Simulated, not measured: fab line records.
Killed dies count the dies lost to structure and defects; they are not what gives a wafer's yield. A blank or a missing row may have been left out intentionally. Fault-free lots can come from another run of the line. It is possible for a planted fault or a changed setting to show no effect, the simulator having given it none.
Chamber matching :: flow n5-finfet :: N5_BEOL_M8_ETCH_61 on rie-diel-06 has 4 sister chambers
The step etches SiARC in CF4, target depth 45.5 nm, time 75.8 s. 8 wafers are shown with their chamber, then 8 later ones without.

## WAFERS WITH THEIR CHAMBER
wafer: L076.3
chamber: 3
showerhead-plenum-p-Torr (Torr): 2.27
drypump-motor-current-A (A): 4.9

wafer: L082.6
chamber: 0
showerhead-plenum-p-Torr (Torr): 2.17
drypump-motor-current-A (A): 5.3

wafer: L084.3
chamber: 1
showerhead-plenum-p-Torr (Torr): 2.27
drypump-motor-current-A (A): 5.9

wafer: L084.4
chamber: 0
showerhead-plenum-p-Torr (Torr): 2.17
drypump-motor-current-A (A): 5.3

wafer: L090.1
chamber: 1
showerhead-plenum-p-Torr (Torr): 2.26
drypump-motor-current-A (A): 5.9

wafer: L090.3
chamber: 2
showerhead-plenum-p-Torr (Torr): 2.18
drypump-motor-current-A (A): 5.3

wafer: L090.6
chamber: 3
showerhead-plenum-p-Torr (Torr): 2.26
drypump-motor-current-A (A): 5.0

wafer: L088.3
chamber: 2
showerhead-plenum-p-Torr (Torr): 2.18
drypump-motor-current-A (A): 5.4

## WAFERS WHOSE CHAMBER IS MISSING
wafer: L088.5
showerhead-plenum-p-Torr (Torr): 2.26
drypump-motor-current-A (A): 5.0

wafer: L088.6
showerhead-plenum-p-Torr (Torr): 2.18
drypump-motor-current-A (A): 5.4

wafer: L092.2
showerhead-plenum-p-Torr (Torr): 2.26
drypump-motor-current-A (A): 5.9

wafer: L092.3
showerhead-plenum-p-Torr (Torr): 2.17
drypump-motor-current-A (A): 5.4

wafer: L092.6
showerhead-plenum-p-Torr (Torr): 2.16
drypump-motor-current-A (A): 5.3

wafer: L094.3
showerhead-plenum-p-Torr (Torr): 2.17
drypump-motor-current-A (A): 5.4

wafer: L094.5
showerhead-plenum-p-Torr (Torr): 2.17
drypump-motor-current-A (A): 5.4

wafer: L094.6
showerhead-plenum-p-Torr (Torr): 2.26
drypump-motor-current-A (A): 5.9

## WHICH CHAMBER EACH WENT THROUGH
wafer: L088.5
from the rows above: 3
in truth: 3

wafer: L088.6
from the rows above: can't be placed: 2 or 0
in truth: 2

wafer: L092.2
from the rows above: 1
in truth: 1

wafer: L092.3
from the rows above: can't be placed: 0 or 2
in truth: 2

wafer: L092.6
from the rows above: 0
in truth: 0

wafer: L094.3
from the rows above: can't be placed: 0 or 2
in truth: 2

wafer: L094.5
from the rows above: can't be placed: 0 or 2
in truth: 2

wafer: L094.6
from the rows above: 1
in truth: 1
Correct placement for 4 of the 8. Can't be placed from these rows: 4 (the true chamber is among the candidates in 4). Placed wrongly: 0.
How it was worked out, from the rows above alone: a wafer's distance from a chamber is the root of the sum, over the readings, of the square of ((its reading less the chamber's mean) divided by the reading's scatter). The wafer belongs to the nearest chamber; if the next one is less than 2 further off, it can't be placed. For every chamber, the mean is computed from those of its wafers that are shown. The scatter: take each reading less its chamber's mean, square it, sum over the shown wafers, divide by the number of wafers less the number of chambers, and take the root.
